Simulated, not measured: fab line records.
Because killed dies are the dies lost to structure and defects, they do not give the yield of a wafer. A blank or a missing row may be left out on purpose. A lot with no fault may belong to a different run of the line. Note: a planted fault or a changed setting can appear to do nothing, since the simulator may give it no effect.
fab line records	flow nand_harc
[record] lots = 14	wafers = 40	last_day = 33
route steps=1302 shown A_ONON_D2@550 A_CHANNEL_HOLE_D2@571 END@1302
lots that met no fault: taken from a fault-free run of the same line
start_h: the number of hours between the record's first day and the start of the first shown wafer of the lot	wait_h: hours since the lot's step before	" as in the row above	L1.1+2: a single row standing in for several wafers	- value missing, or start not given	* or withheld: withheld	< > ~ a bound
route shown NAME@n: names a module that has steps shown in the file, with the first one's number in the route	usual: mean/standard deviation of fault-free wafers	same: alike in all rows	chamber/n: place in a boat	sites: each site's reading	_std_site: their standard deviation	_edge_site: outer sites' mean less inner sites'	radius_mm: for every site, how far away it sits from the centre of the wafer	mask NAME#n: copy n	behind: the tool/chamber that last shaped the wafer	hold: the reason the lot was held/the length of the hold in hours/how it ended	device: transistor that didn't switch, given as n, p or np	end of line: at the end of the route, the tests of the same wafers	where a step has no rows: the recipe by itself	killed: not the wafer's yield, but the dies lost to structure and defects at the first sort	map: the dies of a wafer, with x for killed, . for not killed, _ for no die there
set.NAME: the setting the step ran with; set.NAME@STEP: the setting that earlier step ran with	model.NAME: the simulator's own value behind a step, which no gauge read
route steps across a sampled set of lots; one table per step, one row per wafer
services: from which hour (start_h, from the record's first day; less than 0 if before it) a tool's chamber was out of use, for how many hours, and why
[[steps]]
[step NHARC_A_ONON_D2_THK_MEAS_08]
[recipe] thk_meas_gauge = ellipsometry
[usual] thk_nm = 1005/9.3
lot.wafer	tool	chamber	start_h	wait_h	thk_nm
L144.1	film_metro-02	-	273.76	-	1018
L144.2	"	-	"	"	1015
L144.5	"	-	"	"	1015
L145.1	film_metro-01	-	293.67	-	1004
L145.3	"	-	"	"	1004
L145.6	"	-	"	"	1004
L146.2	film_metro-02	-	293.67	-	1016
L146.4	"	-	"	"	1016
L146.5	"	-	"	"	1015
L149.1	film_metro-02	-	330.76	-	992
L149.2	"	-	"	"	991
L149.5	"	-	"	"	993
L150.1	film_metro-01	-	330.77	-	1026
L150.3	"	-	"	"	1027
L150.5	"	-	"	"	1028
L152.2	film_metro-01	-	370.16	-	1018
L152.4	"	-	"	"	1019
L152.6	"	-	"	"	1019
L153.1	film_metro-01	-	375.62	-	1000
L153.2	"	-	"	"	1002
L153.3	"	-	"	"	1001
L156.1	film_metro-02	-	389.57	-	1003
L156.2	"	-	"	"	1003
L156.5	"	-	"	"	1004
L161.1	film_metro-01	-	434.82	-	1009
L161.5	"	-	"	"	1010
L161.6	"	-	"	"	1008
L160.3	film_metro-02	-	447.39	-	1013
L160.5	"	-	"	"	1013
L162.5	film_metro-02	-	447.46	-	1012
L162.6	"	-	"	"	1011
L164.2	film_metro-01	-	478.07	-	1005
L164.4	"	-	"	"	1006
L164.5	"	-	"	"	1007
L165.3	film_metro-02	-	494.61	-	1000
L165.4	"	-	"	"	1000
L165.6	"	-	"	"	1002
L167.1	film_metro-01	-	508.58	-	1006
L167.2	"	-	"	"	1006
L167.6	"	-	"	"	1007
[step NHARC_A_ONON_D2_THK_MEAS_21]
[recipe] thk_meas_gauge = ellipsometry
[usual] thk_nm = 998/8.3
lot.wafer	tool	chamber	start_h	wait_h	thk_nm
L144.1	film_metro-01	-	281.67	-	1014
L144.2	"	-	"	"	1013
L144.5	"	-	"	"	1015
L145.1	film_metro-01	-	303.70	-	990
L145.3	"	-	"	"	992
L145.6	"	-	"	"	989
L146.2	film_metro-02	-	303.71	-	1004
L146.4	"	-	"	"	1004
L146.5	"	-	"	"	1005
L149.1	film_metro-02	-	341.69	-	996
L149.2	"	-	"	"	997
L149.5	"	-	"	"	996
L150.1	film_metro-01	-	341.69	-	999
L150.3	"	-	"	"	1001
L150.5	"	-	"	"	1001
L152.2	film_metro-01	-	379.26	-	995
L152.4	"	-	"	"	993
L152.6	"	-	"	"	994
L153.1	film_metro-01	-	385.64	-	994
L153.2	"	-	"	"	994
L153.3	"	-	"	"	993
L156.1	film_metro-02	-	399.43	-	999
L156.2	"	-	"	"	1000
L156.5	"	-	"	"	999
L161.1	film_metro-01	-	443.97	-	990
L161.5	"	-	"	"	993
L161.6	"	-	"	"	993
L160.3	film_metro-02	-	456.70	-	998
L160.5	"	-	"	"	998
L162.5	film_metro-01	-	457.05	-	997
L162.6	"	-	"	"	994
L164.2	film_metro-02	-	487.50	-	1004
L164.4	"	-	"	"	1003
L164.5	"	-	"	"	1003
L165.3	film_metro-02	-	506.16	-	977
L165.4	"	-	"	"	979
L165.6	"	-	"	"	977
L167.1	film_metro-01	-	517.67	-	1014
L167.2	"	-	"	"	1012
L167.6	"	-	"	"	1013
[step NHARC_A_ONON_D2_DEP_25]
[recipe] target_thk_a = 10000	n2_flow_sccm = 2750	n2o_flow_sccm = 2000	nh3_flow_sccm = 500	sih4_flow_sccm = 210	temp_c = 400
lot.wafer	tool	chamber	start_h	wait_h
L144.1+2+5	pecvd_onon-03	0	282.29	0.1
L145.1+3+6	pecvd_onon-01	0	304.32	0.1
L146.2+4+5	pecvd_onon-04	0	304.39	0.1
L150.1+3+5	pecvd_onon-03	0	342.32	0.1
L149.1+2+5	pecvd_onon-01	0	342.32	0.1
L152.2+4+6	pecvd_onon-03	0	379.94	0.1
L153.1+2+3	pecvd_onon-03	0	386.27	0.1
L156.1+2+5	pecvd_onon-01	0	400.05	0.1
L161.1+5+6	pecvd_onon-04	0	444.59	0.1
L160.3+5	pecvd_onon-04	0	457.71	0.3
L162.5+6	pecvd_onon-04	0	458.17	0.4
L164.2+4+5	pecvd_onon-01	0	488.18	0.1
L165.3+4+6	pecvd_onon-01	0	506.90	0.2
L167.1+2+6	pecvd_onon-04	0	518.30	0.1
[step NHARC_A_ONON_D2_THK_MEAS_27]
[recipe] thk_meas_gauge = ellipsometry
[usual] thk_nm = 999/8.9
lot.wafer	tool	chamber	start_h	wait_h	thk_nm
L144.1	film_metro-01	-	282.80	-	1010
L144.2	"	-	"	"	1011
L144.5	"	-	"	"	1011
L145.1	film_metro-02	-	304.83	-	987
L145.3	"	-	"	"	986
L145.6	"	-	"	"	986
L146.2	film_metro-01	-	304.85	-	991
L146.4	"	-	"	"	990
L146.5	"	-	"	"	992
L149.1	film_metro-01	-	342.83	-	982
L149.2	"	-	"	"	984
L149.5	"	-	"	"	982
L150.1	film_metro-01	-	342.83	-	999
L150.3	"	-	"	"	998
L150.5	"	-	"	"	999
L152.2	film_metro-01	-	380.39	-	1011
L152.4	"	-	"	"	1011
L152.6	"	-	"	"	1011
L153.1	film_metro-01	-	386.78	-	993
L153.2	"	-	"	"	996
L153.3	"	-	"	"	996
L156.1	film_metro-01	-	400.56	-	1010
L156.2	"	-	"	"	1009
L156.5	"	-	"	"	1010
L161.1	film_metro-02	-	445.10	-	998
L161.5	"	-	"	"	1641
L161.6	"	-	"	"	1641
L160.3	film_metro-01	-	458.10	-	1009
L160.5	"	-	"	"	1655
L162.5	film_metro-02	-	458.45	-	1642
L162.6	"	-	"	"	1641
L164.2	film_metro-02	-	488.63	-	986
L164.4	"	-	"	"	985
L164.5	"	-	"	"	986
L165.3	film_metro-02	-	507.29	-	1006
L165.4	"	-	"	"	1007
L165.6	"	-	"	"	1005
L167.1	film_metro-02	-	518.81	-	1006
L167.2	"	-	"	"	1005
L167.6	"	-	"	"	1004
[step NHARC_A_CHANNEL_HOLE_D2_DEP_01]
[recipe] target_thk_a = 1400	target_thk_nm = 140	temp_c = 400	pressure_torr = 3.5	flow_sccm = 200	rf_w = 350	material = SiON
[usual] heater_power_w = 795/93
lot.wafer	tool	chamber	start_h	wait_h	heater_power_w
L144.1	pecvd-02	2	287.65	1.6	746
L144.2	"	0	"	"	814
L144.5	"	1	"	"	920
L145.1	pecvd-04	1	307.95	1.6	730
L145.3	"	2	"	"	843
L145.6	"	1	"	"	745
L146.2	pecvd-04	1	309.88	1.3	789
L146.5	"	2	"	"	735
L146.4	"	0	"	"	909
L149.2	pecvd-02	0	345.93	1.3	786
L149.1	"	1	"	"	926
L149.5	"	1	"	"	954
L150.1	pecvd-04	2	346.36	1.7	880
L150.3	"	0	"	"	897
L150.5	"	0	"	"	759
L152.2	pecvd-04	1	387.15	1.3	691
L152.6	"	1	"	"	682
L152.4	"	2	"	"	862
L153.1	pecvd-01	2	393.73	1.6	692
L153.3	"	0	"	"	851
L153.2	"	1	"	"	910
L156.2	pecvd-01	2	403.81	1.3	749
L156.1	"	0	"	"	876
L156.5	"	1	"	"	812
L161.1	pecvd-01	1	450.78	1.6	865
L160.3	pecvd-01	0	462.64	1.0	772
L164.2	pecvd-02	2	494.20	1.3	615
L164.4	"	2	"	"	622
L164.5	"	0	"	"	722
L165.3	pecvd-01	1	512.25	1.0	934
L165.6	"	0	"	"	765
L165.4	"	1	"	"	955
L167.1	pecvd-04	0	523.06	1.6	828
L167.2	"	2	"	"	708
L167.6	"	2	"	"	723
[step NHARC_END_SORT_01]
[recipe] temp_c = 25
[usual] killed_at_array = 59/16	killed_at_other = 0.8/1.1	killed_at_periphery = 3.6/2.4	killed_dies = 64/16	killed_open = 3.4/1.8	killed_short = 2.5/1.6
[same] gross_dies = 677
lot.wafer	tool	chamber	start_h	wait_h	killed_at_array	killed_at_other	killed_at_periphery	killed_dies	killed_open	killed_short
L145.1	prober-01	0	580.70	2.5	50	2	3	55	1	3
L145.3	prober-01	0	582.31	3.1	80	0	3	83	4	7
L145.6	prober-01	0	584.74	4.0	92	0	2	94	6	3
L150.1	prober-01	0	613.55	2.5	70	0	4	74	5	1
L150.3	prober-01	0	615.16	3.1	71	0	8	79	9	2
L150.5	prober-01	0	616.76	3.7	83	0	4	87	2	1
L153.1	prober-02	0	690.10	2.5	64	1	8	73	5	1
L153.2	prober-02	0	690.90	2.8	60	3	2	65	2	1
L161.1	prober-02	0	725.17	2.5	47	2	1	50	2	1
L161.5	prober-02	0	728.35	3.7	668	6	3	677	2	2
L161.6	prober-02	0	729.15	4.0	674	2	1	677	5	1
L160.3	prober-01	0	735.34	3.1	60	0	2	62	3	4
L160.5	prober-01	0	736.96	3.7	675	0	2	677	6	2
L162.5	prober-02	0	744.37	3.7	671	0	6	677	8	3
L162.6	prober-02	0	745.16	4.0	672	2	3	677	3	0
// killed by level:class
L145.1 A_CHANNEL_HOLE_D2:chamber_film_flake=24 A_CHANNEL_HOLE_D1:chamber_film_flake=18 P_GATE:chamber_film_flake=2 A_STAIRCASE:chamber_film_flake=2 THIN_TSV:chamber_film_flake=2 P_CONTACT:geometric_particle:open=1 A_ONON_D1:geometric_particle:short=1 A_ONON_D2:geometric_particle:short=1
L145.3 A_CHANNEL_HOLE_D1:chamber_film_flake=34 A_CHANNEL_HOLE_D2:chamber_film_flake=30 A_STAIRCASE:chamber_film_flake=5 A_CHANNEL_FILL_D2:geometric_particle:short=2 P_CONTACT:geometric_particle:short=1 P_M1:geometric_particle:open=1 A_CHANNEL_HOLE_D1:geometric_particle:short=1 A_SGD_CUT:geometric_particle:open=1
L145.6 A_CHANNEL_HOLE_D2:chamber_film_flake=43 A_CHANNEL_HOLE_D1:chamber_film_flake=33 A_CHANNEL_FILL_D1:chamber_film_flake=3 A_CONTACT:chamber_film_flake=3 A_M1:geometric_particle:open=2 P_M0:geometric_particle:open=1 A_CHANNEL_FILL_D1:geometric_particle:short=1 A_DECK1_JOINT:geometric_particle:short=1
L150.1 A_CHANNEL_HOLE_D2:chamber_film_flake=32 A_SLIT:chamber_film_flake=22 A_CHANNEL_HOLE_D1:chamber_film_flake=6 A_CONTACT:chamber_film_flake=4 P_GATE:geometric_particle:open=2 P_ZERO_WELL:chamber_film_flake=2 A_STAIRCASE:chamber_film_flake=2 A_ONON_D1:geometric_particle:short=1
L150.3 A_SLIT:chamber_film_flake=32 A_CHANNEL_HOLE_D2:chamber_film_flake=24 A_CHANNEL_HOLE_D1:chamber_film_flake=4 A_CONTACT:chamber_film_flake=4 P_GATE:geometric_particle:open=2 P_ZERO_WELL:chamber_film_flake=2 A_STAIRCASE:chamber_film_flake=2 P_CONTACT:geometric_particle:short=1
L150.5 A_CHANNEL_HOLE_D2:chamber_film_flake=39 A_SLIT:chamber_film_flake=31 A_CHANNEL_HOLE_D1:chamber_film_flake=4 A_CONTACT:chamber_film_flake=3 A_STAIRCASE:chamber_film_flake=2 A_M1:chamber_film_flake=2 P_M0:geometric_particle:open=1 A_SOURCE_PLATE:geometric_particle:short=1
L153.1 A_CHANNEL_HOLE_D1:chamber_film_flake=29 A_CHANNEL_HOLE_D2:chamber_film_flake=16 A_CONTACT:chamber_film_flake=5 P_M0:chamber_film_flake=5 A_STAIRCASE:chamber_film_flake=4 A_DECK1_JOINT:chamber_film_flake=3 A_CHANNEL_FILL_D1:chamber_film_flake=2 P_M0:geometric_particle:open=1
L153.2 A_CHANNEL_HOLE_D1:chamber_film_flake=35 A_CHANNEL_HOLE_D2:chamber_film_flake=14 A_STAIRCASE:chamber_film_flake=3 THIN_TSV:chamber_film_flake=3 A_CHANNEL_FILL_D1:chamber_film_flake=2 A_DECK1_JOINT:chamber_film_flake=2 P_GATE:geometric_particle:open=1 A_CHANNEL_FILL_D2:geometric_particle:open=1
L161.1 A_CHANNEL_HOLE_D2:chamber_film_flake=24 A_CHANNEL_HOLE_D1:chamber_film_flake=12 A_SLIT:chamber_film_flake=5 A_CONTACT:chamber_film_flake=2 THIN_TSV:chamber_film_flake=2 A_CHANNEL_FILL_D1:geometric_particle:short=1 A_ONON_D2:geometric_particle:open=1 A_CHANNEL_FILL_D2:geometric_particle:open=1
L161.5 A_ONON_D2:area_dep=619 A_CHANNEL_HOLE_D2:chamber_film_flake=23 A_SLIT:chamber_film_flake=11 A_CHANNEL_HOLE_D1:chamber_film_flake=9 THIN_TSV:chamber_film_flake=6 P_GATE:chamber_film_flake=2 A_STAIRCASE:chamber_film_flake=2 P_M0:geometric_particle:open=1
L161.6 A_ONON_D2:area_dep=628 A_CHANNEL_HOLE_D2:chamber_film_flake=26 A_SLIT:chamber_film_flake=6 A_CHANNEL_HOLE_D1:chamber_film_flake=3 A_ONON_D2:geometric_particle:open=2 THIN_TSV:chamber_film_flake=2 A_CHANNEL_HOLE_D1:geometric_particle:open=1 A_CHANNEL_FILL_D1:geometric_particle:open=1
L160.3 A_CHANNEL_HOLE_D2:chamber_film_flake=22 A_SLIT:chamber_film_flake=15 A_CHANNEL_HOLE_D1:chamber_film_flake=11 A_CONTACT:chamber_film_flake=4 A_STAIRCASE:chamber_film_flake=2 P_STI:geometric_particle:open=1 P_CONTACT:geometric_particle:open=1 A_CHANNEL_FILL_D1:geometric_particle:short=1
L160.5 A_ONON_D2:area_dep=602 A_SLIT:chamber_film_flake=32 A_CHANNEL_HOLE_D1:chamber_film_flake=14 A_CHANNEL_HOLE_D2:chamber_film_flake=14 A_STAIRCASE:chamber_film_flake=4 P_CONTACT:geometric_particle:open=1 P_M0:geometric_particle:open=1 A_ONON_D1:geometric_particle:open=1
L162.5 A_ONON_D2:area_dep=609 A_CHANNEL_HOLE_D1:chamber_film_flake=33 A_SLIT:chamber_film_flake=5 A_ZERO_WELL:chamber_film_flake=4 A_CONTACT:chamber_film_flake=4 A_WL_FILL:chamber_film_flake=3 A_BLC:geometric_particle:open=2 P_ZERO_WELL:chamber_film_flake=2
L162.6 A_ONON_D2:area_dep=624 A_CHANNEL_HOLE_D1:chamber_film_flake=28 A_CONTACT:chamber_film_flake=5 A_SLIT:chamber_film_flake=5 A_WL_FILL:chamber_film_flake=3 A_CHANNEL_FILL_D1:geometric_particle:open=2 P_ZERO_WELL:chamber_film_flake=2 THIN_TSV:chamber_film_flake=2
[[services]]
tool	chamber	start_h	hours	kind
pecvd-04	1	261.40	6.8	repair
pecvd-04	-	269.37	13.0	pm
pecvd-04	0	269.37	13.0	vent_cycle
pecvd-04	1	269.37	13.0	vent_cycle
pecvd-04	2	269.37	13.0	vent_cycle
pecvd_onon-01	-	269.76	13.0	pm
pecvd-04	0	282.37	-	clean
pecvd-04	1	282.37	-	clean
pecvd-04	2	282.37	-	clean
pecvd-01	-	311.00	13.0	pm
pecvd_onon-04	-	311.31	13.0	pm
pecvd-04	-	360.36	0.3	repair
pecvd_onon-03	-	408.00	13.0	pm
pecvd-02	-	408.24	13.0	pm
pecvd-04	-	431.43	2.4	repair
pecvd-04	0	434.21	18.2	repair
pecvd-04	-	450.37	13.0	pm
pecvd-04	1	450.37	13.0	vent_cycle
pecvd-04	2	450.37	21.2	vent_cycle
pecvd_onon-01	-	450.76	13.0	pm
pecvd_onon-03	-	454.56	5.3	repair
pecvd-04	-	464.47	0.2	repair
pecvd-01	-	488.48	5.4	repair
pecvd_onon-04	-	492.41	13.0	pm
[[key]]
[first_sign] step = NHARC_A_ONON_D2_THK_MEAS_27	reading = thk_nm	direction = up	sigmas = 72	usual = 999	struck = 1644
[effect] step = NHARC_END_SORT_01	reading = killed_dies	direction = up	sigmas = 39	usual = 64	struck = 677
[more_kills_born_at] NHARC_A_ONON_D2_DEP_25@pecvd_onon-04 = 3082
met_at NHARC_A_ONON_D2_DEP_25
struck_lots L160,L161,L162
struck_wafers L160.5,L161.5,L161.6,L162.5,L162.6
later_rows_left_out L160.5,L161.5,L161.6,L162.5,L162.6
tester_left_out L160,L161,L162
not_acting_at NHARC_A_ONON_D2_THK_MEAS_08,NHARC_A_ONON_D2_THK_MEAS_21,NHARC_A_CHANNEL_HOLE_D2_DEP_01
onset_between 304.39 444.59
[fault] kind = process_parameter_drift	tool = pecvd_onon-04	chamber = -	onset_h = 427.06	steps = NHARC_A_ONON_D2_DEP_25	channel = target_thk_a	offset = *	shape = step	end_h = 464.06	scope = struck_wafers_only	acts_in = *	stated = *
// tester_left_out: of these lots the tester's yield and bins aren't shown, on N5 and GAA mostly nor the transistor test; their killed dies are dies lost to structure and defects alone, not to doping, threshold or leakage, so they don't give the yield
// later_rows_left_out: the simulator's readings of these wafers behind a module that went badly wrong aren't trusted and aren't shown, but for the sort
